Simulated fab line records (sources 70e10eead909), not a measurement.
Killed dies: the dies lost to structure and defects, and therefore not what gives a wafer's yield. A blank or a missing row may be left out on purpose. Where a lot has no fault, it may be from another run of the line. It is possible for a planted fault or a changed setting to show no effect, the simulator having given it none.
Which tool did it? | flow nand harc | 18 wafers from 6 lots sampled at 5 of the route's 1159 steps

WHAT THE GAUGES SHOWED, per wafer
NHARC_END_SORT_01.
lot  | measured     | on        | killed at array
L504 | day 22 11:29 | prober-02 | 676 675 672

TOOL THAT RAN EACH LOT (tool first, then ch and the chambers of the sampled wafers, then the start)
lot  | NHARC_A_CONTACT_ETCH_112             | NHARC_A_CONTACT_ETCH_114             | NHARC_A_CONTACT_ETCH_118             | NHARC_A_CONTACT_ETCH_119
L494 | har cap etch-03 ch 0,1, day 16 22:29 | har cap etch-03 ch 0,1, day 16 22:43 | har cap etch-03 ch 0,1, day 16 23:12 | har cap etch-03 ch 0,1, day 16 23:19
L497 | har cap etch-03 ch 0,1, day 18 03:30 | har cap etch-03 ch 0,1, day 18 03:41 | har cap etch-03 ch 0,1, day 18 04:03 | har cap etch-03 ch 0,1, day 18 04:08
L496 | har cap etch-01 ch 0,1, day 18 20:08 | har cap etch-01 ch 0,1, day 18 20:23 | har cap etch-01 ch 0,1, day 18 20:52 | har cap etch-01 ch 0,1, day 18 20:59
L504 | har cap etch-01 ch 0,1, day 19 12:44 | har cap etch-01 ch 0,1, day 19 12:55 | har cap etch-01 ch 0,1, day 19 13:17 | har cap etch-01 ch 0,1, day 19 13:22
L510 | har cap etch-02 ch 0,1, day 20 15:45 | har cap etch-02 ch 0,1, day 20 15:56 | har cap etch-02 ch 0,1, day 20 16:17 | har cap etch-02 ch 0,1, day 20 16:23
L511 | har cap etch-03 ch 0,1, day 21 01:45 | har cap etch-03 ch 0,1, day 21 01:56 | har cap etch-03 ch 0,1, day 21 02:18 | har cap etch-03 ch 0,1, day 21 02:24
- NHARC_A_CONTACT_ETCH_112: etches the open film in C4F8/O2/Ar, time 94 s, target depth 922 nm.
- NHARC_A_CONTACT_ETCH_114: etches the open film in C4F8/O2/Ar, time 94 s, target depth 922 nm.
- NHARC_A_CONTACT_ETCH_118: etches the open film in C4F8/O2/Ar, time 94 s, target depth 922 nm.
- NHARC_A_CONTACT_ETCH_119: etches the open film in C4F8/O2/Ar, time 94 s, target depth 922 nm.

THE ANSWER, worked out from the rows above alone
Rule: what is usual is taken from the lots themselves. The widest of any qualifying gaps counts: lots, ordered by their means at a reading, are off when they make up no more than a third of the lots, leave a main group of 4 or more, and stand apart from it by 3 or more times the standard deviation of that group's means. A main group is skipped when, at the precision printed for the reading in the tables above, its means are all equal. A lot without any number at a reading at which 4 lots or more have one is off too. Any other lot the step has rows for is counted as sound.
Across all readings shown, no lot is off: no conclusion can be drawn from this.

WHAT HAD BEEN PUT IN BY THE SIMULATOR
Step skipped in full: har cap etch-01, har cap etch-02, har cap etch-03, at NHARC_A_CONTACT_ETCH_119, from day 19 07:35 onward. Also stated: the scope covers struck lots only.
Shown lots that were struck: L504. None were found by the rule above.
